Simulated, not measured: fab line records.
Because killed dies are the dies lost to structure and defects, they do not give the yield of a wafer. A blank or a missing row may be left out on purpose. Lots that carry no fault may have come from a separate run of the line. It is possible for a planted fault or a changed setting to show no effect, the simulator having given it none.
Which tool did it?    flow nand_harc    Sampling: 15 lots, 45 wafers, 5 of 1302 route steps

WHAT EACH GAUGE READ, for each wafer
NHARC_P_GATE_CD_MEAS_26: target cd 120 nm. Usual: cd_nm at 120.0 nm, with a standard deviation of 0.8.
lot   measured      on         cd_nm (nm)         flag
L323  day 4 22:23   cd_sem-01  120.7 121.1 120.4  
L324  day 5 12:23   cd_sem-02  118.0 119.0 119.3  
L325  day 5 20:29   cd_sem-03  120.6 120.9 120.7  
L327  day 6 16:15   cd_sem-01  121.2 121.9 120.2  
L329  day 7 11:25   cd_sem-02  121.0 121.0 121.1  
L330  day 8 02:31   cd_sem-02  120.0 119.8 120.3  
L331  day 9 01:20   cd_sem-02  119.4 120.0 119.9  
L332  day 9 11:44   cd_sem-02  118.8 119.3 119.4  
L335  day 9 20:55   cd_sem-02  119.5 120.1 120.2  
L334  day 9 20:46   cd_sem-03  119.5 119.3 118.7  
L339  day 11 23:25  cd_sem-02  120.9 119.7 119.9  
L340  day 12 03:22  cd_sem-02  120.2 119.0 120.0  
L341  day 12 09:08  cd_sem-03  120.2 119.9 121.3  
L345  day 14 12:16  cd_sem-01  119.5 119.8 119.2  
L346  day 14 15:40  cd_sem-01  119.3 121.1 120.8  

NHARC_P_GATE_OVL_MEAS_27. Usual: overlay_x_nm 0.2 nm, standard deviation 0.93; overlay_y_nm 0.2 nm, standard deviation 0.75.
lot   measured      on          overlay_x_nm (nm)  overlay_y_nm (nm)  flag
L323  day 4 22:29   overlay-01  -0.9 -0.8 -0.7     1.2 0.5 0.8        
L324  day 5 12:29   overlay-01  0.2 0.3 0.9        -0.4 0.1 0.0       
L325  day 5 20:34   overlay-01  0.8 0.8 0.3        0.5 0.1 -0.2       
L327  day 6 16:20   overlay-02  0.5 0.9 0.5        0.2 0.6 0.4        
L329  day 7 11:31   overlay-02  -0.2 0.3 -0.1      1.4 1.2 1.3        
L330  day 8 02:35   overlay-01  -1.1 -1.3 -1.2     0.6 -0.4 0.2       
L331  day 9 01:25   overlay-02  -0.6 -0.9 -0.9     -0.8 -0.3 0.0      
L332  day 9 11:50   overlay-02  -0.9 -1.2 -1.2     1.2 0.7 1.0        
L335  day 9 21:01   overlay-01  -0.9 -0.8 -1.0     0.1 -0.1 0.0       
L334  day 9 20:52   overlay-02  2.0 1.9 2.0        -0.3 -0.4 -0.5     
L339  day 11 23:31  overlay-02  0.2 0.0 0.5        0.4 0.1 0.0        
L340  day 12 03:27  overlay-02  0.0 0.2 -0.1       0.3 0.2 0.7        
L341  day 12 09:13  overlay-02  1.1 1.7 1.6        1.7 1.5 2.0        
L345  day 14 12:21  overlay-01  1.6 1.1 1.4        0.2 0.6 0.6        
L346  day 14 15:46  overlay-02  1.0 1.2 0.8        -1.4 -1.8 -1.7     

NHARC_END_SORT_01. Usual: killed_at_array 59, standard deviation 16; killed_at_other 0.8, standard deviation 1.1; killed_at_periphery 3.6, standard deviation 2.4; killed_dies 64, standard deviation 16; killed_open 3.4, standard deviation 1.8; killed_short 2.5, standard deviation 1.6.
lot   measured      on         killed_at_array  killed_at_other  killed_at_periphery  killed_dies  killed_open  killed_short  flag
L341  day 31 21:13  prober-02  61 62 48         1 0 2            4 6 3                66 68 53     10 8 3       5 3 0         

EACH LOT AND THE TOOL THAT RAN IT (in order: tool; ch and the chambers of the sampled wafers; start)
lot   NHARC_P_GATE_DEP_103            NHARC_P_GATE_SOFTBAKE_21
L323  pecvd-03 ch 0,1,2, day 4 21:50  litho_track-06 ch 0, day 4 22:00
L324  pecvd-01 ch 0,1, day 5 11:43    litho_track-06 ch 0, day 5 11:00
L325  pecvd-02 ch 0,2, day 5 19:59    litho_track-06 ch 0, day 5 20:00
L327  pecvd-02 ch 0,1,2, day 6 15:43  litho_track-06 ch 0, day 6 15:00
L329  pecvd-02 ch 0,1, day 7 10:52    litho_track-04 ch 0, day 7 11:00
L330  pecvd-01 ch 0,2, day 8 01:57    litho_track-04 ch 0, day 8 02:00
L331  pecvd-01 ch 1,2, day 9 00:39    litho_track-01 ch 0, day 9 00:00
L332  pecvd-03 ch 0,1,2, day 9 11:04  litho_track-06 ch 0, day 9 11:00
L335  pecvd-02 ch 1,2, day 9 20:13    litho_track-06 ch 0, day 9 20:00
L334  pecvd-01 ch 0,2, day 9 20:14    litho_track-04 ch 0, day 9 20:00
L339  pecvd-03 ch 1,2, day 11 22:53   litho_track-06 ch 0, day 11 23:00
L340  pecvd-02 ch 1,2, day 12 02:41   litho_track-06 ch 0, day 12 02:00
L341  pecvd-02 ch 1,2, day 12 08:28   litho_track-06 ch 0, day 12 08:00
L345  pecvd-02 ch 0,2, day 14 11:37   litho_track-04 ch 0, day 14 11:00
L346  pecvd-02 ch 1,2, day 14 15:01   litho_track-01 ch 0, day 14 15:00
- NHARC_P_GATE_DEP_103: deposits SiON, target thk 30 nm.
- NHARC_P_GATE_SOFTBAKE_21: time 55 s.

AS READ BY THE TOOLS THEMSELVES (means over the sampled wafers that have a number; for cases with no such wafer, the mark the record gives instead)
NHARC_P_GATE_DEP_103. Usual: heater_power_w at 784 W, with a standard deviation of 120.
lot   tool      heater_power_w (W)  flag
L323  pecvd-03  762                 
L324  pecvd-01  911                 
L325  pecvd-02  719                 
L327  pecvd-02  769                 
L329  pecvd-02  829                 
L330  pecvd-01  739                 
L331  pecvd-01  871                 
L332  pecvd-03  752                 
L335  pecvd-02  783                 
L334  pecvd-01  771                 
L339  pecvd-03  798                 
L340  pecvd-02  718                 
L341  pecvd-02  801                 
L345  pecvd-02  725                 
L346  pecvd-02  813                 

NHARC_P_GATE_SOFTBAKE_21. Usual: chill_plate_temp_C 23.00 C, standard deviation 0.097; heater_power_total_W 188.47 W, standard deviation 0.15.
lot   tool            chill_plate_temp_C (C)  heater_power_total_W (W)  flag
L323  litho_track-06  22.97                   188.38                    
L324  litho_track-06  23.08                   188.49                    
L325  litho_track-06  22.96                   188.38                    
L327  litho_track-06  23.03                   188.52                    
L329  litho_track-04  22.97                   188.42                    
L330  litho_track-04  23.11                   188.45                    
L331  litho_track-01  22.97                   188.46                    
L332  litho_track-06  22.98                   188.51                    
L335  litho_track-06  23.05                   188.43                    
L334  litho_track-04  22.88                   188.45                    
L339  litho_track-06  22.93                   195.48                    OFF
L340  litho_track-06  22.96                   195.56                    OFF
L341  litho_track-06  23.03                   195.30                    OFF
L345  litho_track-04  22.91                   188.43                    
L346  litho_track-01  23.01                   188.68                    

THE ANSWER, worked out from the rows above alone
Rule: lot off if the mean of its wafers having a number is beyond 3 standard deviations from the usual mean. Also off: a lot with no number at a reading for which 4 or more lots have one. Where the step has rows for the other lots, those lots are counted as sound. After the gauges, taken in route order, come the tools' own readings; for these a lot's mean is taken, as printed above. At the first step where some lot is off, the reading lying furthest off is the one used; lots without a number count as furthest.
Off, at NHARC_P_GATE_SOFTBAKE_21 on heater_power_total_W: L339, L340, L341.
If a tool, at that step or one of the process steps before it, ran each lot that is off and ran no sound lot following the first of them, it fits. One candidate fits, namely litho_track-06 at NHARC_P_GATE_SOFTBAKE_21. A fault onset in the window from L335 (day 9 20:00, its last sound lot) to L339 (day 11 23:00, its first lot off) fits.
The tool's own readings at NHARC_P_GATE_SOFTBAKE_21 bear it out: on the lots that are off they differ by more than 5 times the standard deviation of the sound lots' means. heater_power_total_W reads 195.45 W there against 188.47 W on the sound lots.

WHAT THE SIMULATOR HAD INSERTED
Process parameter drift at NHARC_P_GATE_SOFTBAKE_21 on litho_track-06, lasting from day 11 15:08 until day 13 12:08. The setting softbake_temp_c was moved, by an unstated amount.
Shown lots that were struck: L339, L340, L341. This agrees with what the rule above found.
